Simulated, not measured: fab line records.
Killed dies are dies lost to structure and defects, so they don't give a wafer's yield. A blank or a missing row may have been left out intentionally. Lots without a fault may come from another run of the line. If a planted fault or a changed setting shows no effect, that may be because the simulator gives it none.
Split-lot trial	flow n5Finfet	21 wafers read across 7 lots, on a route 1938 steps long

== THE SPLIT ITSELF ==
At N5_BEOL_M5_TRENCH_ETCH_37 (etches SiCOH lowk in C4F6/O2, target depth 71.652 nm, time 24.7 s), the setting timeS was moved away from the recipe's 24.7 s on 3 of the 21 wafers read, by -19.9% to +14.7%. This setting was run at the recipe's value on the other wafers.

== FROM THE SPLIT TO THE READING: what the file shows between them, 2 steps ==
- N5_BEOL_M5_ETCH_41: etches SiCN in CH3F/O2, target depth 31.5 nm, time 56.7 s
- N5_BEOL_M5_STRIP_91: strips in N2/H2, time 10 s

== THE READING ==
trenchDepthNm, in nm, at N5_BEOL_M5_OCD_MEAS_38. On this fab line, fault-free wafers typically give 71.2 nm with a standard deviation of 1.2 nm.

wafer	tool, chamber at the split	timeS as run, s	against the recipe	trenchDepthNm, nm	against lot-mates on the recipe
L086.1	rieDiel-06, 3	24.7	recipe	71.9	-
L086.2	rieDiel-06, 0	24.7	recipe	71.4	-
L086.4	rieDiel-06, 1	24.7	recipe	71.4	-
L085.1	rieDiel-03, 2	24.7	recipe	70.5	-
L085.2	rieDiel-03, 3	24.7	recipe	69.9	-
L085.3	rieDiel-03, 0	24.7	recipe	70.4	-
L088.3	rieDiel-06, 2	22.46	-9.1%	63.7	-6.6
L088.4	rieDiel-06, 0	24.7	recipe	69.5	-
L088.6	rieDiel-06, 3	24.7	recipe	71.2	-
L089.1	rieDiel-04, 1	24.7	recipe	72.4	-
L089.4	rieDiel-04, 0	24.7	recipe	71.0	-
L089.6	rieDiel-04, 1	19.79	-19.9%	57.5	-14.2
L091.2	rieDiel-03, 0	24.7	recipe	70.6	-
L091.3	rieDiel-03, 3	24.7	recipe	69.9	-
L091.5	rieDiel-03, 0	24.7	recipe	69.9	-
L090.1	rieDiel-03, 1	24.7	recipe	71.6	-
L090.4	rieDiel-03, 2	24.7	recipe	70.5	-
L090.6	rieDiel-03, 3	28.34	+14.7%	80.3	+9.2
L096.4	rieDiel-03, 0	24.7	recipe	70.4	-
L096.5	rieDiel-03, 1	24.7	recipe	70.8	-
L096.6	rieDiel-03, 2	24.7	recipe	70.2	-

THE FIT
A straight line over all 21 wafers: trenchDepthNm changes by +0.673 nm for each +1% of timeS; r = +0.98; the points scatter about the line by 0.77 nm.
The same after taking each lot's own level away (the mean of its wafers on the recipe; 21 wafers): +0.688 nm for each +1%; r = +0.99; scatter 0.51 nm.
That fit puts the effect of the largest move of timeS on the reading at 14 nm.
Measured against the standard deviation above, the lots' own levels, which go from 70.13 to 71.70 nm, span 1.3 times it.
Consequently the slope shifts little with the lot-to-lot level, the two slopes agreeing.
Check: for one of the wafers moved furthest among these (-19.9%), held out of the fit, the line's prediction against its lot-mates is -13.1 nm. Against them it came out at -14.2 nm.

== THE WHOLE CHAIN: every reading that the file lists as answering this split, in the file's order ==
step	what it does	reading	change (the file's fit)	r (the file's)
N5_BEOL_M5_TRENCH_ETCH_37	etches SiCOH lowk in C4F6/O2, target depth 71.652 nm, time 24.7 s	etch.depthNm (the simulator's own value, which no gauge read)	+0.689 nm for each +1% of the setting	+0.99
N5_BEOL_M5_TRENCH_ETCH_37	etches SiCOH lowk in C4F6/O2, target depth 71.652 nm, time 24.7 s	BEOL_M5.featureDepthNm (the simulator's own value, which no gauge read)	+0.685 nm for each +1% of the setting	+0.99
N5_BEOL_M5_OCD_MEAS_38		trenchDepthNm	+0.691 nm for each +1% of the setting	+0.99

== FILE'S OWN FIT ==
trenchDepthNm changes by +0.691 nm for each +1% of timeS, r = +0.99.
